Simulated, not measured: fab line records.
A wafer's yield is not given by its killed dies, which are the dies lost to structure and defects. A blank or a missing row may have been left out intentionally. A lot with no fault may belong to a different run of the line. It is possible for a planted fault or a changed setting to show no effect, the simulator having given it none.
Split-lot study / flow n5_finfet / on a route of 1938 steps: 7 lots, 21 wafers read

## SPLIT DETAILS
At N5_BEOL_M5_ILD_DEP_00 (deposits SiCOH lowk from DEMS/porogen, target thk 140.64 nm, time 25.9 s), the setting time_s was moved away from the recipe's 25.9 s on 5 of the 21 wafers read, by -8.8% to +13.2%. This setting was run at the recipe's value on the other wafers.

## SPLIT TO READING: what lies between them in the file, 1 step
- N5_BEOL_M5_CURE_79: cures SiCOH lowk, time 240 s

## THE READING
At N5_BEOL_M5_THK_MEAS_01: M5_ILD_THK, given in nm. On this fab line, fault-free wafers typically give 121.3 nm with a standard deviation of 1.5 nm.

wafer=L080.1; tool, chamber at the split=pecvd-04, 2; time_s as run, s=25.9; against the recipe=recipe; M5_ILD_THK, nm=116.8; against lot-mates on the recipe=-
wafer=L080.2; tool, chamber at the split=pecvd-04, 0; time_s as run, s=23.62; against the recipe=-8.8%; M5_ILD_THK, nm=109.4; against lot-mates on the recipe=-7.4
wafer=L080.4; tool, chamber at the split=pecvd-04, 0; time_s as run, s=23.62; against the recipe=-8.8%; M5_ILD_THK, nm=110.1; against lot-mates on the recipe=-6.7
wafer=L087.1; tool, chamber at the split=pecvd-03, 2; time_s as run, s=25.9; against the recipe=recipe; M5_ILD_THK, nm=121.0; against lot-mates on the recipe=-
wafer=L087.5; tool, chamber at the split=pecvd-03, 2; time_s as run, s=25.9; against the recipe=recipe; M5_ILD_THK, nm=123.5; against lot-mates on the recipe=-
wafer=L087.6; tool, chamber at the split=pecvd-03, 0; time_s as run, s=27.57; against the recipe=+6.4%; M5_ILD_THK, nm=130.2; against lot-mates on the recipe=+7.9
wafer=L089.1; tool, chamber at the split=pecvd-02, 0; time_s as run, s=25.9; against the recipe=recipe; M5_ILD_THK, nm=120.0; against lot-mates on the recipe=-
wafer=L089.3; tool, chamber at the split=pecvd-02, 1; time_s as run, s=25.9; against the recipe=recipe; M5_ILD_THK, nm=121.2; against lot-mates on the recipe=-
wafer=L089.4; tool, chamber at the split=pecvd-02, 0; time_s as run, s=25.9; against the recipe=recipe; M5_ILD_THK, nm=122.0; against lot-mates on the recipe=-
wafer=L093.1; tool, chamber at the split=pecvd-03, 1; time_s as run, s=25.9; against the recipe=recipe; M5_ILD_THK, nm=119.9; against lot-mates on the recipe=-
wafer=L093.2; tool, chamber at the split=pecvd-03, 2; time_s as run, s=25.9; against the recipe=recipe; M5_ILD_THK, nm=121.2; against lot-mates on the recipe=-
wafer=L093.5; tool, chamber at the split=pecvd-03, 1; time_s as run, s=25.9; against the recipe=recipe; M5_ILD_THK, nm=123.0; against lot-mates on the recipe=-
wafer=L091.1; tool, chamber at the split=pecvd-04, 0; time_s as run, s=29.32; against the recipe=+13.2%; M5_ILD_THK, nm=137.4; against lot-mates on the recipe=+13.0
wafer=L091.3; tool, chamber at the split=pecvd-04, 2; time_s as run, s=29.32; against the recipe=+13.2%; M5_ILD_THK, nm=134.7; against lot-mates on the recipe=+10.3
wafer=L091.5; tool, chamber at the split=pecvd-04, 0; time_s as run, s=25.9; against the recipe=recipe; M5_ILD_THK, nm=124.4; against lot-mates on the recipe=-
wafer=L092.3; tool, chamber at the split=pecvd-04, 2; time_s as run, s=25.9; against the recipe=recipe; M5_ILD_THK, nm=117.7; against lot-mates on the recipe=-
wafer=L092.4; tool, chamber at the split=pecvd-04, 1,0; time_s as run, s=25.9; against the recipe=recipe; M5_ILD_THK, nm=124.0; against lot-mates on the recipe=-
wafer=L092.5; tool, chamber at the split=pecvd-04, 1,0; time_s as run, s=25.9; against the recipe=recipe; M5_ILD_THK, nm=123.9; against lot-mates on the recipe=-
wafer=L095.2; tool, chamber at the split=pecvd-03, 2; time_s as run, s=25.9; against the recipe=recipe; M5_ILD_THK, nm=119.6; against lot-mates on the recipe=-
wafer=L095.3; tool, chamber at the split=pecvd-03, 2; time_s as run, s=25.9; against the recipe=recipe; M5_ILD_THK, nm=123.0; against lot-mates on the recipe=-
wafer=L095.6; tool, chamber at the split=pecvd-03, 1; time_s as run, s=25.9; against the recipe=recipe; M5_ILD_THK, nm=121.8; against lot-mates on the recipe=-
Rows listing several chambers each stand for several wafers; the file does not say which wafer went through which chamber.

FIT RESULTS
A straight line over all 21 wafers: M5_ILD_THK changes by +1.19 nm for each +1% of time_s; r = +0.95; the points scatter about the line by 2.1 nm.
The same after taking each lot's own level away (the mean of its wafers on the recipe; 21 wafers): +0.881 nm for each +1%; r = +0.94; scatter 1.6 nm.
The reading moves by 12 nm for the largest change in time_s, on that fit.
The span of the lots' own levels, 116.80 to 124.40 nm, comes to 5.1 times the standard deviation stated above.
So the slope is not independent of the lot-to-lot level: the two fits are not the same.
Check: with one of the wafers moved furthest among these (+13.2%) left out of the fit, the line predicts +11.2 nm for it against its lot-mates. Against them it came out at +13 nm.

## OTHER SPLITS APPLIED TO THESE WAFERS
These wafers also went through other splits before the reading. Each is held against what the fit with the lots' levels taken away leaves over:
other split on the same wafers=N5_BEOL_M0_CUTY_ETCH_63 source_w; wafers away from the commonest value=4; r with M5_ILD_THK (lot level and that fit taken away)=+0.00
other split on the same wafers=N5_BEOL_M0_ETCH_128 source_w; wafers away from the commonest value=7; r with M5_ILD_THK (lot level and that fit taken away)=-0.07
other split on the same wafers=N5_BEOL_M1_ETCH_64 time_s; wafers away from the commonest value=7; r with M5_ILD_THK (lot level and that fit taken away)=-0.35
other split on the same wafers=N5_BEOL_M2_COAT_62 spin_rpm; wafers away from the commonest value=8; r with M5_ILD_THK (lot level and that fit taken away)=-0.06
other split on the same wafers=N5_BEOL_M3_COAT_73 spin_rpm; wafers away from the commonest value=7; r with M5_ILD_THK (lot level and that fit taken away)=+0.10

## THE WHOLE CHAIN: every reading that the file lists as answering this split, in the file's order
step=N5_BEOL_M5_ILD_DEP_00; what it does=deposits SiCOH lowk from DEMS/porogen, target thk 140.64 nm, time 25.9 s; reading=SiCOH_lowk_of_BEOL_M5_ILD_DEP_00.thk_nm (the simulator's own value, which no gauge read); change (the file's fit)=+1.05 nm for each +1% of the setting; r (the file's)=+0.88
step=N5_BEOL_M5_CURE_79; what it does=cures SiCOH lowk, time 240 s; reading=SiCOH_lowk_of_BEOL_M5_ILD_DEP_00.thk_nm (the simulator's own value, which no gauge read); change (the file's fit)=+0.917 nm for each +1% of the setting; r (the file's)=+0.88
step=N5_BEOL_M5_THK_MEAS_01; what it does=; reading=M5_ILD_THK; change (the file's fit)=+0.909 for each +1% of the setting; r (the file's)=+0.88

## FILE'S OWN FIT
M5_ILD_THK changes by +0.909 nm for each +1% of time_s, r = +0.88.
